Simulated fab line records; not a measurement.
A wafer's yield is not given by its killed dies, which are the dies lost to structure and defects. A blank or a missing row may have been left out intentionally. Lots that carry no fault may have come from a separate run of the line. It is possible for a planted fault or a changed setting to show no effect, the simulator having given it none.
Matching of chambers / flow nand_harc / rie_diel-13 running NHARC_THIN_TSV_DESCUM_35: 4 sister chambers
The step chemistry O2, time 3 s. 4 wafers are shown with their chamber, then 7 later ones without.

== EACH WAFER AND ITS CHAMBER ==
wafer=L979.6; chamber=0; showerhead_plenum_p_Torr (Torr)=1.83
wafer=L978.6; chamber=2; showerhead_plenum_p_Torr (Torr)=1.86
wafer=L983.1; chamber=3; showerhead_plenum_p_Torr (Torr)=1.95
wafer=L983.2; chamber=1; showerhead_plenum_p_Torr (Torr)=2.03

== WAFERS WITHOUT THEIR CHAMBER ==
wafer=L983.5; showerhead_plenum_p_Torr (Torr)=1.95
wafer=L987.2; showerhead_plenum_p_Torr (Torr)=1.83
wafer=L987.4; showerhead_plenum_p_Torr (Torr)=1.95
wafer=L987.6; showerhead_plenum_p_Torr (Torr)=2.03
wafer=L990.1; showerhead_plenum_p_Torr (Torr)=1.83
wafer=L990.2; showerhead_plenum_p_Torr (Torr)=1.85
wafer=L990.4; showerhead_plenum_p_Torr (Torr)=1.95

== EACH ONE'S CHAMBER ==
wafer=L983.5; from the rows above=3; in truth=3
wafer=L987.2; from the rows above=0; in truth=0
wafer=L987.4; from the rows above=3; in truth=3
wafer=L987.6; from the rows above=1; in truth=1
wafer=L990.1; from the rows above=0; in truth=0
wafer=L990.2; from the rows above=2; in truth=2
wafer=L990.4; from the rows above=3; in truth=3
Placed correctly: 7 of 7. Not placeable from these rows: 0. Number placed wrongly: 0.
How it was worked out, from the rows above alone: a wafer's distance from a chamber is the root of the sum, over the readings, of the square of ((its reading less the chamber's mean) divided by the reading's scatter). The wafer belongs to the nearest chamber; if the next one is less than 2 further off, it can't be placed. A chamber's mean is the mean of its shown wafers. The scatter: with one shown wafer a chamber, the root of the mean of the squares of how far each hidden wafer lies from its nearest shown one.
